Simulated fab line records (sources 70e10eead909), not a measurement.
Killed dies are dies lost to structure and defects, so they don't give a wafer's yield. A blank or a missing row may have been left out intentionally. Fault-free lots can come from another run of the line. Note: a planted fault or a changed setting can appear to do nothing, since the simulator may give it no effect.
fab line records -- flow nand_harc
record lots=6, wafers=18, last_day=24
route steps=1159 shown P_STI@107 P_GATE@110 END@1159
lots that met no fault: from a run of the same line without faults
start_h: hours from the record's opening day to when the first of the lot's shown wafers began -- wait_h: how many hours have passed since the lot's step before this one -- " unchanged from the row above -- L1.1+2: several wafers, shown together as one row -- - either no value or no given start -- * or withheld: withheld -- < > ~ a bound
route shown NAME@n: a module of which the file shows steps, and the number in the route of the first -- usual: average and standard deviation across the fault-free wafers -- same: alike in all rows -- chamber/n: place in a boat -- sites: the reading at each site -- _std_site: standard deviation across them -- _edge_site: outer sites' mean less inner sites' -- radius_mm: how far each site lies from the wafer's centre -- mask NAME#n: copy n -- behind: the most recent tool/chamber to have shaped the wafer -- hold: cause of the lot's hold/its duration in hours/its outcome -- device: the n, p or np transistor that did not switch -- end of line: tests of these same wafers at the route's end -- a step with no rows: only its recipe -- killed: the dies lost at the first sort to structure and to defects; this is not the yield of the wafer -- map: per-die view of a wafer (x killed, . not killed, _ where there is no die)
set.NAME: setting as actually run; set.NAME@STEP: the setting as run at that earlier step -- model.NAME: the simulator's own value behind a step, which no gauge read
certain route steps with their lots: each step a table, each wafer a row
services: when a tool's chamber went out of use (start_h, in hours from the record's first day, below 0 if earlier), for how many hours, and the reason
## steps
# step NHARC_P_STI_SRD_39
# step NHARC_P_STI_OXIDE_40
# recipe target_thk_a=100, temp_c=900, ox_time_s=1362, material=SiO2
# step NHARC_P_STI_INSPECT_25
# usual raw_defect_count=226/110
lot.wafer,tool,chamber,start_h,wait_h,raw_defect_count
L135.3,defect_inspect-01,-,71.15,0.4,231
L135.4,defect_inspect-01,-,71.15,0.4,273
L135.5,defect_inspect-01,-,71.15,0.4,176
L145.2,defect_inspect-01,-,143.53,0.4,297
L145.4,defect_inspect-01,-,143.53,0.4,948
L145.6,defect_inspect-01,-,143.53,0.4,220
L146.1,defect_inspect-01,-,143.55,0.4,291
L146.4,defect_inspect-01,-,143.55,0.4,167
L146.6,defect_inspect-01,-,143.55,0.4,219
L144.1,defect_inspect-02,-,143.55,0.4,151
L144.2,defect_inspect-02,-,143.55,0.4,161
L144.6,defect_inspect-02,-,143.55,0.4,141
L151.1,defect_inspect-01,-,165.76,0.4,281
L151.4,defect_inspect-01,-,165.76,0.4,188
L151.5,defect_inspect-01,-,165.76,0.4,188
L153.1,defect_inspect-01,-,186.09,0.4,253
L153.3,defect_inspect-01,-,186.09,0.4,112
L153.5,defect_inspect-01,-,186.09,0.4,198
# step NHARC_P_GATE_ETCH_69
# recipe target_depth_a=140, chemistry=dHF, material=SiO2
# step NHARC_P_GATE_PRECLEAN_70
# recipe time_s=*, temp_c=50, bath_age_min=0, chemistry=SC1
# step NHARC_P_GATE_SRD_01
# step NHARC_P_GATE_OXIDE_02
# recipe target_thk_a=375, temp_c=950, p_h2o_torr=720, ox_time_s=365, material=SiO2
# step NHARC_P_GATE_DEHYDRATE_03
# recipe temp_c=150, time_s=120
# step NHARC_P_GATE_HMDS_04
# recipe time_s=30
# step NHARC_P_GATE_COAT_05
# recipe spin_rpm=4690
# step NHARC_P_GATE_SOFTBAKE_06
# recipe temp_c=122, time_s=95
# step NHARC_P_GATE_EBR_07
# step NHARC_P_GATE_EXPOSE_08
# recipe na=0.6, dose_mj=16.75, mask_id=P_HV
lot.wafer,tool,chamber,start_h,wait_h,mask,model.P_GATE.overlay_x_nm
L135.3+4+5,krf_scanner-03,0,79.47,-,P_HV#0,-6.963
L145.2+4+6,krf_scanner-01,0,151.40,-,P_HV#0,1.297
L146.1+4+6,krf_scanner-03,0,151.56,-,P_HV#0,24.58
L144.1+2+6,krf_scanner-03,0,151.59,-,P_HV#0,35.2
L151.1+4+5,krf_scanner-01,0,173.54,-,P_HV#0,-9.187
L153.1+3+5,krf_scanner-04,0,194.41,-,P_HV#0,-6.854
# step NHARC_P_GATE_PEB_09
# recipe peb_temp_c=118, peb_time_s=85
# step NHARC_END_SORT_01
# recipe temp_c=25
# usual killed_at_array=27/11, killed_at_other=0.6/0.89, killed_at_periphery=3.0/2.4, killed_dies=31/12, killed_open=3.2/1.6, killed_short=2.0/1.5
# same gross_dies=677
lot.wafer,tool,chamber,start_h,wait_h,killed_at_array,killed_at_other,killed_at_periphery,killed_dies,killed_open,killed_short
L144.1,prober-02,0,524.76,2.5,15,0,2,17,8,1
L144.2,prober-02,0,525.56,2.8,9,2,2,13,3,3
L144.6,prober-02,0,528.73,4.0,14,0,4,18,3,0
L153.1,prober-02,0,575.73,2.5,50,0,0,50,2,1
L153.3,prober-02,0,577.33,3.1,42,0,0,42,0,0
L153.5,prober-02,0,578.92,3.7,33,0,6,39,1,2
# killed by level:class
L144.1 A_CHANNEL_HOLE_D1:chamber_film_flake=4 A_CHANNEL_FILL_D1:geometric_particle:open=2 A_CONTACT:geometric_particle:open=2 A_CONTACT:chamber_film_flake=2 P_M0:geometric_particle:short=1 A_CHANNEL_HOLE_D1:geometric_particle:open=1 A_WL_FILL:geometric_particle:open=1 A_M0:geometric_particle:open=1
L144.2 A_CHANNEL_HOLE_D1:chamber_film_flake=3 P_STI:chamber_film_flake=2 STARTING-WAFER:geometric_particle:short=2 A_CHANNEL_HOLE_D1:geometric_particle:open=1 A_CHANNEL_FILL_D1:geometric_particle:open=1 A_CHANNEL_FILL_D1:geometric_particle:short=1 A_M1:geometric_particle:open=1 A_ZERO_WELL:chamber_film_flake=1
L144.6 A_CHANNEL_HOLE_D1:chamber_film_flake=6 A_STAIRCASE:chamber_film_flake=3 P_M0:geometric_particle:open=2 P_STI:chamber_film_flake=2 A_CONTACT:chamber_film_flake=2 A_M0:geometric_particle:open=1 A_SLIT:chamber_film_flake=1 A_WL_FILL:chamber_film_flake=1
L153.1 A_CHANNEL_HOLE_D1:chamber_film_flake=21 A_SLIT:chamber_film_flake=15 A_CONTACT:chamber_film_flake=6 A_ZERO_WELL:chamber_film_flake=4 A_CHANNEL_FILL_D1:geometric_particle:open=1 A_SGD_CUT:geometric_particle:open=1 A_WL_FILL:geometric_particle:short=1 A_STAIRCASE:chamber_film_flake=1
L153.3 A_CHANNEL_HOLE_D1:chamber_film_flake=24 A_SLIT:chamber_film_flake=11 A_CONTACT:chamber_film_flake=6 A_STAIRCASE:chamber_film_flake=1
L153.5 A_CHANNEL_HOLE_D1:chamber_film_flake=15 A_SLIT:chamber_film_flake=12 A_CONTACT:chamber_film_flake=4 P_ZERO_WELL:chamber_film_flake=2 P_STI:chamber_film_flake=2 P_M0:geometric_particle:open=1 A_CHANNEL_FILL_D1:geometric_particle:short=1 A_CONTACT:geometric_particle:short=1
## services
tool,chamber,start_h,hours,kind
krf_scanner-01,-,84.00,4.0,pm
krf_scanner-01,0,88.47,-,calibration
krf_scanner-04,-,106.10,4.9,repair
krf_scanner-03,0,112.18,-,calibration
krf_scanner-04,-,126.00,4.0,pm
krf_scanner-03,-,127.41,2.0,repair
krf_scanner-01,-,164.18,2.4,repair
krf_scanner-03,-,168.00,4.0,pm
## key
first_sign none at tools or gauges
model_effect step=NHARC_P_GATE_EXPOSE_08, value=P_GATE.overlay_x_nm, without=3.192, struck=29.89
met_at NHARC_P_GATE_EXPOSE_08
struck_wafers L144.1,L144.2,L144.6,L146.1,L146.4,L146.6
tester_left_out L144,L146
onset_between 79.47 151.56
fault kind=scanner_matching_overlay, tool=krf_scanner-03, chamber=-, onset_h=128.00, steps=NHARC_P_GATE_EXPOSE_08, offset=26.698
# tester_left_out: of these lots the tester's yield and bins aren't shown, on N5 and GAA mostly nor the transistor test; their killed dies are dies lost to structure and defects alone, not to doping, threshold or leakage, so they don't give the yield
